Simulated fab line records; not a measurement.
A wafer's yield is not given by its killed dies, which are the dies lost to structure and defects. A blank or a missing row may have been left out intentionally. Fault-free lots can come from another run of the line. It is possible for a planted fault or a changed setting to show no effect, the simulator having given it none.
Matching of chambers | flow n5_finfet | pecvd-01 running N5_BEOL_M9_DEP_56: 3 sister chambers
The step deposits SiCN from 3MS/NH3, target thk 15 nm, time 26.5 s. 3 wafers are shown with their chamber, then 11 later ones without.

## WAFERS, EACH WITH ITS CHAMBER
wafer  | chamber | throttle_valve_pct (%)
L083.4 | 2       | 8.4
L086.4 | 0       | 9.4
L090.1 | 1       | 9.2

## WAFERS WHOSE CHAMBER IS MISSING
wafer  | throttle_valve_pct (%)
L090.3 | 9.1
L090.5 | 9.3
L094.1 | 8.3
L094.2 | 9.0
L094.3 | 9.2
L094.4 | 9.4
L094.5 | 9.2
L094.6 | 8.0
L095.1 | 9.4
L095.3 | 8.5
L095.4 | 9.3

## CHAMBER TAKEN BY EACH
wafer  | from the rows above     | in truth
L090.3 | can't be placed: 1 or 0 | 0
L090.5 | can't be placed: 0 or 1 | 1
L094.1 | 2                       | 2
L094.2 | can't be placed: 1 or 0 | 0
L094.3 | can't be placed: 1 or 0 | 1
L094.4 | can't be placed: 0 or 1 | 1
L094.5 | can't be placed: 1 or 0 | 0
L094.6 | 2                       | 2
L095.1 | can't be placed: 0 or 1 | 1
L095.3 | 2                       | 2
L095.4 | can't be placed: 0 or 1 | 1
Placed correctly: 3 of 11. Unplaceable from these rows: 8, with the true chamber sitting among the candidates in 8. Number placed wrongly: 0.
How it was worked out, from the rows above alone: a wafer's distance from a chamber is the root of the sum, over the readings, of the square of ((its reading less the chamber's mean) divided by the reading's scatter). The wafer belongs to the nearest chamber; if the next one is less than 2 further off, it can't be placed. The mean given for a chamber averages the wafers shown for that chamber. The scatter (one wafer shown for each chamber): square how far every hidden wafer sits from the nearest shown wafer, average those squares and take the square root.
